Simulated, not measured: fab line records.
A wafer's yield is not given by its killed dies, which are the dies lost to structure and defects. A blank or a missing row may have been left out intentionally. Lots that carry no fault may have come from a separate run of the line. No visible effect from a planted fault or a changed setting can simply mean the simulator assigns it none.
Chamber matching    flow n5_finfet    ald_sin-03 running N5_BEOL_M0_SAQP_ALD_48: 4 sister chambers
The step deposits SiO2, target thk 20 nm, pulse time 1 s, co reactant pulse time 1 s. 8 wafers are shown with their chamber, then 10 later ones without.

## WAFERS, EACH WITH ITS CHAMBER
wafer   chamber  heater_power_w (W)  precursor_pulse_height_rel
L086.6  2        81                  1.017
L088.1  0        83                  0.993
L088.2  1        69                  1.027
L090.2  0        80                  0.996
L090.3  3        89                  1.005
L090.5  1        68                  1.004
L092.1  2        82                  1.010
L092.2  3        87                  0.989

## WAFERS WHOSE CHAMBER IS MISSING
wafer   heater_power_w (W)  precursor_pulse_height_rel
L092.3  69                  0.998
L092.4  80                  1.014
L092.5  80                  0.979
L092.6  85                  1.002
L094.1  80                  1.022
L094.2  82                  0.998
L094.3  87                  1.022
L096.2  82                  0.954
L096.3  88                  1.010
L096.5  82                  0.998

## WHICH CHAMBER EACH ONE RAN IN
wafer   from the rows above           in truth
L092.3  1                             1
L092.4  can't be placed: 2 or 0       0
L092.5  can't be placed: 0 or 2       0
L092.6  can't be placed: 3 or 0 or 2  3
L094.1  can't be placed: 2 or 0       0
L094.2  can't be placed: 0 or 2       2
L094.3  can't be placed: 3 or 2       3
L096.2  can't be placed: 0 or 2       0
L096.3  3                             3
L096.5  can't be placed: 0 or 2       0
Correct placement for 2 of the 10. These rows do not allow placing 8 (true chamber among the candidates in 8). 0 placed wrongly.
How it was worked out, from the rows above alone: a wafer's distance from a chamber is the root of the sum, over the readings, of the square of ((its reading less the chamber's mean) divided by the reading's scatter). The wafer belongs to the nearest chamber; if the next one is less than 2 further off, it can't be placed. Each chamber's mean is taken over the wafers shown for it. The scatter is the square root of a quotient: the sum, over the shown wafers, of each reading's squared deviation from its chamber's mean, divided by wafers minus chambers.
